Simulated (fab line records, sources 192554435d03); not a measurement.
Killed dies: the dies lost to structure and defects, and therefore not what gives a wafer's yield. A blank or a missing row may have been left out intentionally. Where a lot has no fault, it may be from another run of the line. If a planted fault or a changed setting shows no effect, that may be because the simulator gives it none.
fab line records	flow n5-finfet
record: lots: 7	wafers: 39
route steps=1938 shown ZERO_LAYER@11 FIN_SAQP@138 SD_EPI_N@269
start-h: hours from the record's first day to the start of the lot's first wafer shown	wait-h: hours elapsed since this lot's preceding step	" unchanged from the row above	L1.1+2: a single row standing in for several wafers	- no value present, or no start provided	* or withheld: withheld	< > ~ a bound
route shown NAME@n: names a module that has steps shown in the file, with the first one's number in the route	usual: mean/standard deviation taken from wafers without a fault	same: alike in all rows	chamber/n: place in a boat	sites: each site's reading	_std_site: standard deviation of those values	_edge_site: inner sites' mean taken away from outer sites' mean	radius-mm: for every site, how far away it sits from the centre of the wafer	mask NAME#n: copy n	behind: the last tool/chamber to shape the wafer	hold: what put the lot on hold/how long, in hours/how the hold closed	device: whichever transistor did not switch (one of n, p or np)	end of line: the route-end tests of the same wafers	a step with no rows: only its recipe	killed: at the first sort, the dies lost to defects and structure; wafer yield is something else	map: dies across one wafer; x = killed, . = not, _ = none there
set.NAME: the run value of the setting; set.NAME@STEP: its run value at that earlier step	model.NAME: the simulator's own value behind a step, which no gauge read
one table per step and one row per wafer, for lots whose settings were changed on purpose
== steps ==
step: N5_ZERO_LAYER_DEVELOP_10
recipe: develop-time-s: 60	rinse-liquid: diw	dry: air-spin	dev-temp-c: 21
lot.wafer	tool	chamber	start-h	wait-h	set.develop-time-s
L075.1+2+6	litho-track-01	0	-	-	60
L075.3+4+5	"	0	"	"	84.03
L088.1+2+6	litho-track-01	0	-	-	60
L089.1+2+3+4+5+6	litho-track-02	0	-	-	60
L090.1+2+3+4+5+6	litho-track-02	0	-	-	60
L092.1+2+3	litho-track-01	0	-	-	49.35
L092.4+5+6	"	0	"	"	60
L094.1+2+3+4+5+6	litho-track-02	0	-	-	60
L097.1+3+6	litho-track-01	0	-	-	60
L097.2+4+5	"	0	"	"	42.5
step: N5_ZERO_LAYER_HARDBAKE_23
recipe: temp-c: 130	time-s: 120
step: N5_ZERO_LAYER_CD_MEAS_11
recipe: target-cd-nm: 2000	landing-energy-ev: 500	detector: se-inlens
usual: cd-nm: 2000.0/1.4
lot.wafer	tool	chamber	start-h	wait-h	set.develop-time-s@ZERO_LAYER_DEVELOP_10	cd-nm
L075.1	cd-sem-03	0	18.78	-	60	2001.0
L075.2	"	0	"	"	60	2000.4
L075.3	"	0	"	"	84.03	2005.2
L075.4	"	0	"	"	84.03	2006.1
L075.5	"	0	"	"	84.03	2005.5
L075.6	"	0	"	"	60	1999.8
L088.1	cd-sem-03	0	96.77	-	60	1999.5
L088.2	"	0	"	"	60	2002.7
L088.6	"	0	"	"	60	2000.9
L089.1	cd-sem-01	0	102.64	-	60	1998.2
L089.2	"	0	"	"	60	1998.0
L089.3	"	0	"	"	60	1998.5
L089.4	"	0	"	"	60	1998.9
L089.5	"	0	"	"	60	1998.0
L089.6	"	0	"	"	60	1999.6
L090.1	cd-sem-03	0	108.77	-	60	1999.2
L090.2	"	0	"	"	60	1999.8
L090.3	"	0	"	"	60	1999.7
L090.4	"	0	"	"	60	2000.1
L090.5	"	0	"	"	60	1998.1
L090.6	"	0	"	"	60	1998.9
L092.1	cd-sem-01	0	120.64	-	49.35	1996.7
L092.2	"	0	"	"	49.35	1997.5
L092.3	"	0	"	"	49.35	1998.8
L092.4	"	0	"	"	60	2001.0
L092.5	"	0	"	"	60	2000.5
L092.6	"	0	"	"	60	1999.9
L094.1	cd-sem-03	0	132.77	-	60	2000.4
L094.2	"	0	"	"	60	2001.1
L094.3	"	0	"	"	60	1999.0
L094.4	"	0	"	"	60	1998.3
L094.5	"	0	"	"	60	2000.3
L094.6	"	0	"	"	60	1997.6
L097.1	cd-sem-03	0	150.78	-	60	2001.4
L097.2	"	0	"	"	42.5	1994.3
L097.3	"	0	"	"	60	2001.0
L097.4	"	0	"	"	42.5	1993.6
L097.5	"	0	"	"	42.5	1993.7
L097.6	"	0	"	"	60	1999.9
step: N5_FIN_SAQP_SPACER2_ALD_28
recipe: material: SiO2	target-thk-a: 81	temp-c: 300	ald-precursor-family: BDEAS	ald-co-reactant: O2-plasma	pulse-time-s: 1	purge-time-s: 2	co-reactant-purge-time-s: 2	pressure-torr: 2
lot.wafer	tool	chamber	start-h	wait-h	set.target-thk-a	model.SiO2_of_FIN_SAQP_SPACER2_ALD_28.thk-nm
L075.1+2+3+4+5+6	ald-sin-02	3,0,2,1,3,0	31.77	0.2	81	8.2
L088.1+6	ald-sin-01	2,0	109.46	0.1	81	8
L088.2	"	1	"	"	81	8.2
L089.1+5	ald-sin-04	2,0	115.18	0.1	81	8.2
L089.2	"	0	"	"	81	8
L089.3+6	"	1,3	"	"	34.75	3.4
L089.4	"	3	"	"	34.75	3.6
L090.1+2+6	ald-sin-01	2,3,2	125.36	0.6	62.74	6.4
L090.3+4+5	"	1,0,1	"	"	81	8.2
L092.1+5+6	ald-sin-01	3,3,1	135.57	0.1	81	8.2
L092.2+3	"	1,0	"	"	40.87	4
L092.4	"	0	"	"	40.87	4.2
L094.1+3+5	ald-sin-04	2,3,1	147.09	0.1	93.84	9.4
L094.2+4+6	"	1,3,2	"	"	81	8.2
L097.1+3+4	ald-sin-04	0,3,2	166.68	0.1	81	8.2
L097.2+5+6	"	1,3,0	"	"	66.32	6.6
step: N5_FIN_SAQP_SPACER2_ETCHBACK_29
recipe: chemistry: CHF3/O2	mode: anisotropic-etchback	target: SiO2	target-depth-a: 122	time-s: 6.1	pressure-mtorr: 30	source-w: 650	bias-w: 170	Ar_flow_sccm: 200	CHF3_flow_sccm: 50	O2_flow_sccm: 5	ion-energy-ev: 200
step: N5_FIN_SAQP_MANDREL2_REMOVE_60
recipe: chemistry: HBr/Cl2/O2	bt-time-s: 10	target: a-Si	stop-on: SiNx	endpoint: OES-SiCl	over-etch-frac: 1	icp-w: 600	bias-w: 22	HBr_flow_sccm: 150	Cl2_flow_sccm: 80	O2_flow_sccm: 5	pressure-mtorr: 10
lot.wafer	tool	chamber	start-h	wait-h	set.target-thk-a@FIN_SAQP_SPACER2_ALD_28	model.FIN_SAQP.cd-nm
L075.1+2+4+6	rie-si-03	1,3,0,3	32.26	0.1	81	8.2
L075.3+5	"	2	"	"	81	8
L088.1+2	rie-si-01	2,1	109.87	0.1	81	8.2
L088.6	"	3	"	"	81	8
L089.1+5	rie-si-01	0,1	115.59	0.1	81	8.2
L089.2	"	1	"	"	81	8
L089.3+4+6	"	2,3,2	"	"	34.75	3.6
L090.1+2	rie-si-01	3,0	125.83	0.1	62.74	6.4
L090.3+4+5	"	1,2,1	"	"	81	8.2
L090.6	"	0	"	"	62.74	6.2
L092.1+5+6	rie-si-06	1,2,1	135.98	0.1	81	8.2
L092.2+3+4	"	3,2,0	"	"	40.87	4.2
L094.1+3	rie-si-03	2,1	147.50	0.1	93.84	9.4
L094.2	"	0	"	"	81	8
L094.4+6	"	3	"	"	81	8.2
L094.5	"	0	"	"	93.84	9.2
L097.1+3+4	rie-si-06	0,3,0	167.37	0.1	81	8.2
L097.2	"	1	"	"	66.32	6.8
L097.5+6	"	1,3	"	"	66.32	6.6
step: N5_FIN_SAQP_CD_MEAS_31
recipe: target-cd-nm: 8	landing-energy-ev: 1000	detector: se-inlens	polarity: line
usual: cd-nm: 8.12/0.22
lot.wafer	tool	chamber	start-h	wait-h	set.target-thk-a@FIN_SAQP_SPACER2_ALD_28	cd-nm
L075.1	cd-sem-03	0	32.37	0.1	81	7.73
L075.2	"	0	"	"	81	8.09
L075.3	"	0	"	"	81	8.02
L075.4	"	0	"	"	81	8.16
L075.5	"	0	"	"	81	7.81
L075.6	"	0	"	"	81	7.91
L088.1	cd-sem-01	0	109.98	0.1	81	8.07
L088.2	"	0	"	"	81	8.40
L088.6	"	0	"	"	81	7.91
L089.1	cd-sem-02	0	115.70	0.1	81	8.01
L089.2	"	0	"	"	81	7.64
L089.3	"	0	"	"	34.75	3.56
L089.4	"	0	"	"	34.75	3.44
L089.5	"	0	"	"	81	8.01
L089.6	"	0	"	"	34.75	3.29
L090.1	cd-sem-03	0	125.94	0.1	62.74	6.56
L090.2	"	0	"	"	62.74	5.88
L090.3	"	0	"	"	81	8.29
L090.4	"	0	"	"	81	8.26
L090.5	"	0	"	"	81	7.99
L090.6	"	0	"	"	62.74	6.53
L092.1	cd-sem-01	0	136.09	0.1	81	8.04
L092.2	"	0	"	"	40.87	4.29
L092.3	"	0	"	"	40.87	3.98
L092.4	"	0	"	"	40.87	4.50
L092.5	"	0	"	"	81	7.95
L092.6	"	0	"	"	81	8.21
L094.1	cd-sem-02	0	147.61	0.1	93.84	9.81
L094.2	"	0	"	"	81	7.84
L094.3	"	0	"	"	93.84	9.79
L094.4	"	0	"	"	81	7.97
L094.5	"	0	"	"	93.84	9.47
L094.6	"	0	"	"	81	8.21
L097.1	cd-sem-03	0	167.48	0.1	81	8.10
L097.2	"	0	"	"	66.32	7.07
L097.3	"	0	"	"	81	8.02
L097.4	"	0	"	"	81	7.89
L097.5	"	0	"	"	66.32	6.55
L097.6	"	0	"	"	66.32	6.58
step: N5_FIN_SAQP_HM_OPEN_33
recipe: chemistry: CH3F/O2	target: SiNx	mask-material: SiO2	target-depth-a: 494	time-s: 70.6	pressure-mtorr: 30	source-w: 395	bias-w: 73	Ar_flow_sccm: 150	CH3F_flow_sccm: 30	O2_flow_sccm: 20	ion-energy-ev: 120	ends: cleared
lot.wafer	tool	chamber	start-h	wait-h	set.target-thk-a@FIN_SAQP_SPACER2_ALD_28	model.FIN_SAQP.cd-nm
L075.1+2+4+5+6	rie-diel-03	2,0,0,2,3	32.47	0.1	81	8.2
L075.3	"	3	"	"	81	8
L088.1+2	rie-diel-06	3,2	110.04	0.1	81	8.2
L088.6	"	0	"	"	81	8
L089.1+5	rie-diel-06	2,1	115.75	0.0	81	8.2
L089.2	"	3	"	"	81	8
L089.3+4+6	"	1,0,0	"	"	34.75	3.6
L090.1+2+6	rie-diel-03	0,3,1	126.04	0.1	62.74	6.4
L090.3+4+5	"	1,2,0	"	"	81	8.2
L092.1+5	rie-diel-03	0	136.14	0.0	81	8.2
L092.2+3+4	"	1,2,3	"	"	40.87	4
L092.6	"	3	"	"	81	8
L094.1+3	rie-diel-03	0,3	147.79	0.2	93.84	9.4
L094.2	"	2	"	"	81	8
L094.4+6	"	0,2	"	"	81	8.2
L094.5	"	3	"	"	93.84	9.2
L097.1+3+4	rie-diel-06	0,1,3	167.54	0.1	81	8.2
L097.2+5	"	3,1	"	"	66.32	6.8
L097.6	"	0	"	"	66.32	6.6
step: N5_FIN_SAQP_ETCH_34
recipe: chemistry: C4F6/O2	target: SiO2	target-depth-a: 450	time-s: 15	ion-energy-ev: 250	pressure-mtorr: 30	source-w: 345	bias-w: 185	Ar_flow_sccm: 300	C4F6_flow_sccm: 10	O2_flow_sccm: 10	ends: cleared
lot.wafer	tool	chamber	start-h	wait-h	set.target-thk-a@FIN_SAQP_SPACER2_ALD_28	model.FIN_SAQP.cd-nm
L075.1+2+4+5+6	rie-diel-03	2,0,0,2,3	32.54	0.0	81	8.2
L075.3	"	3	"	"	81	8
L088.1+2	rie-diel-06	3,2	110.11	0.0	81	8.2
L088.6	"	0	"	"	81	8
L089.1+2+5	rie-diel-06	2,3,1	115.82	0.0	81	8.2
L089.3+4	"	1,0	"	"	34.75	3.4
L089.6	"	0	"	"	34.75	3.6
L090.1+2+6	rie-diel-03	0,3,1	126.11	0.0	62.74	6.4
L090.3+4+5	"	1,2,0	"	"	81	8.2
L092.1+5	rie-diel-03	0	136.21	0.0	81	8.2
L092.2+3+4	"	1,2,3	"	"	40.87	4
L092.6	"	3	"	"	81	8
L094.1+3	rie-diel-03	0,3	147.86	0.0	93.84	9.4
L094.2+6	"	2	"	"	81	8
L094.4	"	0	"	"	81	8.2
L094.5	"	3	"	"	93.84	9.2
L097.1+3+4	rie-diel-06	0,1,3	167.61	0.0	81	8.2
L097.2+5	"	3,1	"	"	66.32	6.8
L097.6	"	0	"	"	66.32	6.6
step: N5_FIN_SAQP_STRIP_77
recipe: chemistry: N2/H2	time-s: 90	power-w: 100	temp-c: 40	pressure-mtorr: 100	rf-frequency-hz: 6e+07	bias-power-w: 3	n2-flow-sccm: 300	h2-flow-sccm: 300
step: N5_FIN_SAQP_HM_CD_35
recipe: target-cd-nm: 8	polarity: line
usual: cd-nm: 8.12/0.2
lot.wafer	tool	chamber	start-h	wait-h	set.target-thk-a@FIN_SAQP_SPACER2_ALD_28	cd-nm
L075.1	cd-sem-01	-	32.69	0.1	81	8.38
L075.2	"	-	"	"	81	8.07
L075.3	"	-	"	"	81	7.98
L075.4	"	-	"	"	81	8.27
L075.5	"	-	"	"	81	7.97
L075.6	"	-	"	"	81	7.97
L088.1	cd-sem-02	-	110.25	0.1	81	8.32
L088.2	"	-	"	"	81	8.10
L088.6	"	-	"	"	81	7.85
L089.1	cd-sem-03	-	115.97	0.1	81	8.04
L089.2	"	-	"	"	81	8.26
L089.3	"	-	"	"	34.75	3.54
L089.4	"	-	"	"	34.75	3.39
L089.5	"	-	"	"	81	8.34
L089.6	"	-	"	"	34.75	3.31
L090.1	cd-sem-03	-	126.25	0.1	62.74	6.61
L090.2	"	-	"	"	62.74	6.36
L090.3	"	-	"	"	81	8.27
L090.4	"	-	"	"	81	8.51
L090.5	"	-	"	"	81	8.32
L090.6	"	-	"	"	62.74	6.26
L092.1	cd-sem-03	-	136.36	0.1	81	8.05
L092.2	"	-	"	"	40.87	3.98
L092.3	"	-	"	"	40.87	3.95
L092.4	"	-	"	"	40.87	3.90
L092.5	"	-	"	"	81	8.22
L092.6	"	-	"	"	81	8.23
L094.1	cd-sem-02	-	148.00	0.1	93.84	9.79
L094.2	"	-	"	"	81	8.43
L094.3	"	-	"	"	93.84	9.44
L094.4	"	-	"	"	81	8.17
L094.5	"	-	"	"	93.84	9.16
L094.6	"	-	"	"	81	7.92
L097.1	cd-sem-03	-	167.76	0.1	81	8.21
L097.2	"	-	"	"	66.32	6.68
L097.3	"	-	"	"	81	8.28
L097.4	"	-	"	"	81	8.47
L097.5	"	-	"	"	66.32	6.64
L097.6	"	-	"	"	66.32	6.86
step: N5_FIN_SAQP_ETCH_64
recipe: chemistry: CF4	target: SiO2	target-depth-a: 15	ion-energy-ev: 350	pressure-mtorr: 10	icp-w: 800	bias-w: 400	cf4-flow-sccm: 80
step: N5_FIN_SAQP_FIN_ETCH_36
recipe: chemistry: HBr/Cl2/O2	target-depth-a: 1200	mask-material: SiNx	time-s: 50.4	bias-w: 102	pressure-mtorr: 10	icp-w: 800	HBr_flow_sccm: 150	Cl2_flow_sccm: 80	O2_flow_sccm: 12
lot.wafer	tool	chamber	start-h	wait-h	set.target-thk-a@FIN_SAQP_SPACER2_ALD_28	model.FIN_SAQP.cd-nm
L075.1+2+4+5+6	rie-si-03	2,3,0,3,2	32.76	0.0	81	8.2
L075.3	"	1	"	"	81	8
L088.1+2	rie-si-03	0,3	110.32	0.0	81	8.2
L088.6	"	3	"	"	81	8
L089.1+2+5	rie-si-03	2,3,1	116.04	0.0	81	8.2
L089.3	"	1	"	"	34.75	3.4
L089.4+6	"	0,2	"	"	34.75	3.6
L090.1	rie-si-06	2	126.32	0.0	62.74	6.6
L090.2+6	"	0,2	"	"	62.74	6.4
L090.3+4+5	"	3,1,1	"	"	81	8.2
L092.1+6	rie-si-01	0,1	136.43	0.0	81	8.2
L092.2+4	"	2,1	"	"	40.87	4
L092.3	"	3	"	"	40.87	4.2
L092.5	"	2	"	"	81	8.4
L094.1+3	rie-si-01	2,3	148.07	0.0	93.84	9.6
L094.2	"	1	"	"	81	8
L094.4	"	0	"	"	81	8.4
L094.5	"	3	"	"	93.84	9.2
L094.6	"	0	"	"	81	8.2
L097.1+3	rie-si-03	1,0	167.83	0.0	81	8.2
L097.2+5	"	3,1	"	"	66.32	6.8
L097.4	"	2	"	"	81	8
L097.6	"	0	"	"	66.32	6.6
step: N5_FIN_SAQP_CD_MEAS_37
recipe: target-cd-nm: 8	polarity: line
usual: cd-nm: 8.14/0.25
lot.wafer	tool	chamber	start-h	wait-h	set.target-thk-a@FIN_SAQP_SPACER2_ALD_28	cd-nm
L075.1	cd-sem-02	-	32.88	0.1	81	8.26
L075.2	"	-	"	"	81	8.00
L075.3	"	-	"	"	81	7.90
L075.4	"	-	"	"	81	8.01
L075.5	"	-	"	"	81	8.51
L075.6	"	-	"	"	81	8.04
L088.1	cd-sem-01	-	110.44	0.1	81	8.12
L088.2	"	-	"	"	81	8.00
L088.6	"	-	"	"	81	7.68
L089.1	cd-sem-02	-	116.16	0.1	81	8.66
L089.2	"	-	"	"	81	8.52
L089.3	"	-	"	"	34.75	3.45
L089.4	"	-	"	"	34.75	3.29
L089.5	"	-	"	"	81	8.57
L089.6	"	-	"	"	34.75	3.69
L090.1	cd-sem-01	-	126.44	0.1	62.74	6.50
L090.2	"	-	"	"	62.74	6.31
L090.3	"	-	"	"	81	8.26
L090.4	"	-	"	"	81	8.00
L090.5	"	-	"	"	81	8.31
L090.6	"	-	"	"	62.74	6.76
L092.1	cd-sem-03	-	136.54	0.1	81	8.06
L092.2	"	-	"	"	40.87	4.04
L092.3	"	-	"	"	40.87	4.30
L092.4	"	-	"	"	40.87	3.93
L092.5	"	-	"	"	81	8.62
L092.6	"	-	"	"	81	8.08
L094.1	cd-sem-02	-	148.19	0.1	93.84	9.64
L094.2	"	-	"	"	81	7.92
L094.3	"	-	"	"	93.84	9.76
L094.4	"	-	"	"	81	8.48
L094.5	"	-	"	"	93.84	9.33
L094.6	"	-	"	"	81	8.62
L097.1	cd-sem-01	-	167.95	0.1	81	8.02
L097.2	"	-	"	"	66.32	6.83
L097.3	"	-	"	"	81	8.12
L097.4	"	-	"	"	81	8.13
L097.5	"	-	"	"	66.32	6.92
L097.6	"	-	"	"	66.32	6.89
step: N5_SD_EPI_N_DEVELOP_08
recipe: develop-time-s: 30	developer: TMAH	resist: CAR-ArF-block	dev-temp-c: 23	rinse-liquid: diw	dry: air-spin
lot.wafer	tool	chamber	start-h	wait-h	set.develop-time-s
L075.1+2+3+4+5+6	litho-track-04	0	-	-	30
L088.1+2+6	litho-track-01	0	-	-	30
L089.1+4+5	litho-track-04	0	-	-	30
L089.2+3+6	"	0	"	"	18.51
L090.1+4+6	litho-track-04	0	-	-	30
L090.2+3+5	"	0	"	"	18.23
L092.1+2+4	litho-track-03	0	-	-	41.68
L092.3+5+6	"	0	"	"	30
L094.1+2+5	litho-track-04	0	-	-	44.77
L094.3+4+6	"	0	"	"	30
L097.1+2+3+4+5+6	litho-track-01	0	-	-	30
step: N5_SD_EPI_N_CD_MEAS_09
recipe: target-cd-nm: 120	landing-energy-ev: 500	detector: se-inlens
usual: cd-nm: 119.7/0.58
lot.wafer	tool	chamber	start-h	wait-h	set.develop-time-s@SD_EPI_N_DEVELOP_08	cd-nm
L075.1	cd-sem-02	0	57.00	-	30	119.3
L075.2	"	0	"	"	30	119.6
L075.3	"	0	"	"	30	119.9
L075.4	"	0	"	"	30	119.3
L075.5	"	0	"	"	30	119.7
L075.6	"	0	"	"	30	119.9
L088.1	cd-sem-02	0	134.56	-	30	119.2
L088.2	"	0	"	"	30	119.6
L088.6	"	0	"	"	30	119.4
L089.1	cd-sem-01	0	137.60	-	30	119.3
L089.2	"	0	"	"	18.51	116.9
L089.3	"	0	"	"	18.51	116.4
L089.4	"	0	"	"	30	119.6
L089.5	"	0	"	"	30	119.8
L089.6	"	0	"	"	18.51	117.4
L090.1	cd-sem-03	0	148.48	-	30	119.3
L090.2	"	0	"	"	18.23	116.4
L090.3	"	0	"	"	18.23	116.8
L090.4	"	0	"	"	30	118.8
L090.5	"	0	"	"	18.23	116.9
L090.6	"	0	"	"	30	119.1
L092.1	cd-sem-03	0	158.90	-	41.68	121.5
L092.2	"	0	"	"	41.68	121.3
L092.3	"	0	"	"	30	119.7
L092.4	"	0	"	"	41.68	121.3
L092.5	"	0	"	"	30	120.4
L092.6	"	0	"	"	30	119.8
L094.1	cd-sem-02	0	169.81	-	44.77	122.2
L094.2	"	0	"	"	44.77	123.2
L094.3	"	0	"	"	30	120.2
L094.4	"	0	"	"	30	119.7
L094.5	"	0	"	"	44.77	122.3
L094.6	"	0	"	"	30	120.0
L097.1	cd-sem-01	0	190.41	-	30	119.7
L097.2	"	0	"	"	30	119.2
L097.3	"	0	"	"	30	118.7
L097.4	"	0	"	"	30	119.0
L097.5	"	0	"	"	30	118.7
L097.6	"	0	"	"	30	119.0
step: N5_SD_EPI_N_DESCUM_14
recipe: chemistry: O2	time-s: 7.9	source-power-w: 50	bias-power-w: 20	pressure-mtorr: 20	rf-frequency-hz: 2.712e+07	temp-c: 40	resist: CAR-ArF-block	o2-flow-sccm: 225
lot.wafer	tool	chamber	start-h	wait-h	set.develop-time-s@SD_EPI_N_DEVELOP_08	model.SD_EPI_N.cd-nm
L075.1+6	rie-diel-03	2	57.48	0.4	30	119.6
L075.2+4	"	0,1	"	"	30	119.4
L075.3	"	1	"	"	30	120
L075.5	"	0	"	"	30	119.8
L088.1+2	rie-diel-06	1,3	135.05	0.4	30	119.6
L088.6	"	2	"	"	30	119.8
L089.1	rie-diel-06	3	137.69	0.0	30	119.2
L089.2	"	1	"	"	18.51	116.8
L089.3	"	2	"	"	18.51	116.4
L089.4	"	3	"	"	30	119.4
L089.5	"	1	"	"	30	119.8
L089.6	"	2	"	"	18.51	117.2
L090.1	rie-diel-03	2	148.57	0.0	30	119.4
L090.2	"	0	"	"	18.23	116.2
L090.3+5	"	3,0	"	"	18.23	116.8
L090.4+6	"	2,3	"	"	30	119
L092.1+2	rie-diel-06	1,3	159.66	0.7	41.68	121.2
L092.3	"	0	"	"	30	119.8
L092.4	"	3	"	"	41.68	121.4
L092.5+6	"	1,0	"	"	30	120.2
L094.1	rie-diel-06	0	170.77	0.9	44.77	122.2
L094.2	"	3	"	"	44.77	123
L094.3	"	1	"	"	30	120
L094.4	"	1	"	"	30	119.8
L094.5	"	0	"	"	44.77	122.4
L094.6	"	3	"	"	30	120.2
L097.1	rie-diel-05	0	190.50	0.0	30	119.8
L097.2	"	1	"	"	30	119.4
L097.3	"	2	"	"	30	119
L097.4	"	2	"	"	30	119.2
L097.5	"	0	"	"	30	118.6
L097.6	"	1	"	"	30	118.8
step: N5_SD_EPI_N_ETCH_34
recipe: chemistry: CF4	target: SiARC	target-depth-a: 455	mask-material: CAR-ArF-block	time-s: 75.8	ion-energy-ev: 80	pressure-mtorr: 40	source-w: 545	bias-w: 36	Ar_flow_sccm: 100	cf4-flow-sccm: 100	ends: cleared
lot.wafer	tool	chamber	start-h	wait-h	set.develop-time-s@SD_EPI_N_DEVELOP_08	model.SD_EPI_N.cd-nm
L075.1+4	rie-diel-03	2,1	57.52	0.0	30	119.4
L075.2+6	"	0,2	"	"	30	119.6
L075.3	"	1	"	"	30	119.8
L075.5	"	0	"	"	30	120
L088.1+2	rie-diel-06	1,3	135.08	0.0	30	119.6
L088.6	"	2	"	"	30	120
L089.1	rie-diel-06	3	137.73	0.0	30	119
L089.2	"	1	"	"	18.51	116.8
L089.3	"	2	"	"	18.51	116.2
L089.4	"	3	"	"	30	119.4
L089.5	"	1	"	"	30	119.8
L089.6	"	2	"	"	18.51	117.2
L090.1	rie-diel-03	2	148.60	0.0	30	119.4
L090.2	"	0	"	"	18.23	116.6
L090.3	"	3	"	"	18.23	116.8
L090.4	"	2	"	"	30	119
L090.5	"	0	"	"	18.23	117
L090.6	"	3	"	"	30	119.2
L092.1	rie-diel-06	1	159.70	0.0	41.68	121.2
L092.2	"	3	"	"	41.68	121.4
L092.3	"	0	"	"	30	119.8
L092.4	"	3	"	"	41.68	121.6
L092.5	"	1	"	"	30	120.4
L092.6	"	0	"	"	30	120.2
L094.1	rie-diel-06	0	170.80	0.0	44.77	122.4
L094.2	"	3	"	"	44.77	122.8
L094.3	"	1	"	"	30	120
L094.4	"	1	"	"	30	119.8
L094.5	"	0	"	"	44.77	122.2
L094.6	"	3	"	"	30	120.2
L097.1	rie-diel-05	0	190.54	0.0	30	120
L097.2+3+4	"	1,2,2	"	"	30	119.2
L097.5	"	0	"	"	30	118.8
L097.6	"	1	"	"	30	118.6
== key ==
split: step: N5_ZERO_LAYER_DEVELOP_10	setting: develop-time-s	stated: 60	by: wafer
response: step: N5_ZERO_LAYER_CD_MEAS_11	reading: cd-nm	change: +0.165	per: 1%	r: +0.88
split: step: N5_FIN_SAQP_SPACER2_ALD_28	setting: target-thk-a	stated: 81	by: wafer
response: step: N5_FIN_SAQP_SPACER2_ALD_28	reading: model.SiO2_of_FIN_SAQP_SPACER2_ALD_28.thk-nm	change: +0.0823	per: 1%	r: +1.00
response: step: N5_FIN_SAQP_MANDREL2_REMOVE_60	reading: model.FIN_SAQP.cd-nm	change: +0.0802	per: 1%	r: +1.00
response: step: N5_FIN_SAQP_CD_MEAS_31	reading: cd-nm	change: +0.0786	per: 1%	r: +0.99
response: step: N5_FIN_SAQP_HM_OPEN_33	reading: model.FIN_SAQP.cd-nm	change: +0.0808	per: 1%	r: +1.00
response: step: N5_FIN_SAQP_ETCH_34	reading: model.FIN_SAQP.cd-nm	change: +0.0827	per: 1%	r: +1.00
response: step: N5_FIN_SAQP_HM_CD_35	reading: cd-nm	change: +0.0848	per: 1%	r: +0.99
response: step: N5_FIN_SAQP_FIN_ETCH_36	reading: model.FIN_SAQP.cd-nm	change: +0.0822	per: 1%	r: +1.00
response: step: N5_FIN_SAQP_CD_MEAS_37	reading: cd-nm	change: +0.0849	per: 1%	r: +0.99
split: step: N5_SD_EPI_N_DEVELOP_08	setting: develop-time-s	stated: 30	by: wafer
response: step: N5_SD_EPI_N_CD_MEAS_09	reading: cd-nm	change: +0.0549	per: 1%	r: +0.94
response: step: N5_SD_EPI_N_DESCUM_14	reading: model.SD_EPI_N.cd-nm	change: +0.0537	per: 1%	r: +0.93
response: step: N5_SD_EPI_N_ETCH_34	reading: model.SD_EPI_N.cd-nm	change: +0.0528	per: 1%	r: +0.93
